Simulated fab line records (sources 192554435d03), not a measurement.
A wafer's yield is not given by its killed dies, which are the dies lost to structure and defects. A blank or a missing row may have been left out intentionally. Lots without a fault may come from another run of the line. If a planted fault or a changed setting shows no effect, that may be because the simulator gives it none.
Matching of chambers -- flow n5 finfet -- uv cure-01 running N5_BEOL_M5_CURE_80: 3 sister chambers
The step cures SiCOH lowk, time 120 s. 6 wafers are shown with their chamber, then 12 later ones without.

## WAFERS, EACH WITH ITS CHAMBER
wafer,chamber,wafer_temp_C_max,lamp power pct (%)
L081.5,0,372.3,52.23
L081.6,0,371.4,52.37
L085.5,1,371.5,52.31
L085.6,1,371.6,52.29
L093.3,2,372.8,52.32
L093.5,2,373.5,52.27

## WAFERS WITH NO CHAMBER GIVEN
wafer,wafer_temp_C_max,lamp power pct (%)
L097.1,371.5,52.32
L097.2,371.6,52.31
L097.3,371.2,52.26
L097.4,371.9,52.33
L097.5,371.4,52.35
L097.6,371.7,52.36
L096.1,372.8,52.34
L096.4,372.7,52.28
L096.6,372.6,52.35
L096.2,373.0,52.39
L096.3,372.0,52.25
L096.5,373.0,52.36

## THE CHAMBER EACH PASSED THROUGH
wafer,from the rows above,in truth
L097.1,can't be placed: 1 or 0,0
L097.2,can't be placed: 1 or 0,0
L097.3,can't be placed: 1 or 0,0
L097.4,can't be placed: 0 or 1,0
L097.5,can't be placed: 1 or 0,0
L097.6,can't be placed: 1 or 0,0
L096.1,can't be placed: 2 or 0 or 1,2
L096.4,can't be placed: 2 or 0 or 1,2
L096.6,can't be placed: 2 or 0 or 1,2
L096.2,can't be placed: 2 or 0 or 1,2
L096.3,can't be placed: 0 or 1 or 2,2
L096.5,can't be placed: 2 or 0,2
0 of 12 placed correctly. Unplaceable from these rows: 12, with the true chamber sitting among the candidates in 12. Placed wrongly: 0.
How it was worked out, from the rows above alone: a wafer's distance from a chamber is the root of the sum, over the readings, of the square of ((its reading less the chamber's mean) divided by the reading's scatter). The wafer belongs to the nearest chamber; if the next one is less than 2 further off, it can't be placed. A chamber's mean is the mean of its shown wafers. How the scatter is found: for the shown wafers, subtract from each reading the mean of its chamber, square and add these, divide the total by (wafers less chambers), then take the root.
